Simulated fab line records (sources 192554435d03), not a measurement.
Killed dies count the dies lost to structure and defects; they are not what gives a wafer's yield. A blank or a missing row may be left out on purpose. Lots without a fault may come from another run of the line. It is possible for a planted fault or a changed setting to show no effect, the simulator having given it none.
Split-lot trial ; flow n5 finfet ; route with 1938 steps; 7 lots, 39 wafers read

## THE SPLIT ITSELF
At N5_GATE_CUT_ETCH_56 (etches TiN in Cl2/Ar, target depth 21.6 nm), the setting icp w was moved away from the recipe's 600 W on 18 of the 39 wafers read, by -14.4% to +13.7%. All remaining wafers had this setting at the recipe value.

Reading taken at the split's own step.

## THE READING
etch.depth nm (the simulator's own value, which no gauge read), in nm, at N5_GATE_CUT_ETCH_56 (etches TiN in Cl2/Ar, target depth 21.6 nm). There is no usual value for it anywhere in the file. Across the 21 wafers here that went through the recipe, the average is 21.71 nm and the standard deviation 0.63 nm.

wafer;tool, chamber at the split;icp w as run, W;against the recipe;etch.depth nm, nm;against lot-mates on the recipe
L075.1;rie metal-03, 0;662.1;+10.4%;23.09;+0.83
L075.2;rie metal-03, 1;600;recipe;22.74;-
L075.3;rie metal-03, 1;600;recipe;22.71;-
L075.4;rie metal-03, 0;662.1;+10.4%;23.1;+0.84
L075.5;rie metal-03, 1;662.1;+10.4%;24.81;+2.55
L075.6;rie metal-03, 0;600;recipe;21.34;-
L076.1;rie metal-02, 1;536.4;-10.6%;18.89;-1.90
L076.2;rie metal-02, 0;600;recipe;20.88;-
L076.3;rie metal-02, 0;536.4;-10.6%;19.02;-1.77
L076.4;rie metal-02, 1;600;recipe;20.7;-
L076.5;rie metal-02, 1;600;recipe;20.79;-
L076.6;rie metal-02, 0;536.4;-10.6%;18.93;-1.86
L082.1;rie metal-02, 0;600;recipe;21.19;-
L082.2;rie metal-02, 1;513.8;-14.4%;18.49;-2.60
L082.3;rie metal-02, 0;600;recipe;21.02;-
L082.4;rie metal-02, 1;513.8;-14.4%;18.39;-2.70
L082.5;rie metal-02, 1;600;recipe;21.06;-
L082.6;rie metal-02, 0;513.8;-14.4%;18.42;-2.67
L084.1;rie metal-01, 0;600;recipe;22.01;-
L084.2;rie metal-01, 1;681.9;+13.7%;24.52;+2.39
L084.3;rie metal-01, 0;681.9;+13.7%;24.65;+2.52
L084.4;rie metal-01, 1;600;recipe;22.14;-
L084.5;rie metal-01, 1;681.9;+13.7%;24.79;+2.66
L084.6;rie metal-01, 0;600;recipe;22.25;-
L085.1;rie metal-03, 0;664.7;+10.8%;22.99;+1.17
L085.2;rie metal-03, 1;600;recipe;22.29;-
L085.3;rie metal-03, 0;664.7;+10.8%;22.87;+1.05
L085.4;rie metal-03, 1;600;recipe;22.39;-
L085.5;rie metal-03, 1;664.7;+10.8%;24.39;+2.57
L085.6;rie metal-03, 0;600;recipe;20.77;-
L091.1;rie metal-01, 1;600;recipe;21.89;-
L091.2;rie metal-01, 0;600;recipe;22.01;-
L091.4;rie metal-01, 1;600;recipe;21.9;-
L093.1;rie metal-01, 1;600;recipe;21.86;-
L093.2;rie metal-01, 0;600;recipe;21.91;-
L093.3;rie metal-01, 1;630.9;+5.1%;22.93;+1.01
L093.4;rie metal-01, 0;600;recipe;21.98;-
L093.5;rie metal-01, 1;630.9;+5.1%;22.59;+0.67
L093.6;rie metal-01, 0;630.9;+5.1%;23.04;+1.12

FIT RESULTS
A straight line over all 39 wafers: etch.depth nm changes by +0.216 nm for each +1% of icp w; r = +0.94; the points scatter about the line by 0.61 nm.
The same after taking each lot's own level away (the mean of its wafers on the recipe; 39 wafers): +0.171 nm for each +1%; r = +0.95; scatter 0.44 nm.
According to that fit, moving icp w by its largest amount changes the reading by 2.5 nm.
Measured against the standard deviation above, the lots' own levels, which go from 20.790 to 22.263 nm, span 2.3 times it.
So the lot-to-lot level changes the slope: the two fits differ.
Check: for one of the wafers moved furthest among these (-14.4%), held out of the fit, the line's prediction against its lot-mates is -2.49 nm. Against them it came out at -2.6 nm.

## OTHER SPLITS ON THESE WAFERS
Other splits were also applied to these wafers ahead of the reading. Each is held against what the fit with the lots' levels taken away leaves over:
other split on the same wafers;wafers away from the commonest value;r with etch.depth nm (lot level and that fit taken away)
N5_FIN_CUT_ETCH_21 time s;18;+0.05
N5_DUMMY_GATE_EXPOSE_12 dose mj;15;-0.09
N5_SD_EPI_P_ETCH_37 source w;12;-0.03

## FILE'S OWN FIT
etch.depth nm changes by +0.17 nm for each +1% of icp w, r = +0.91.
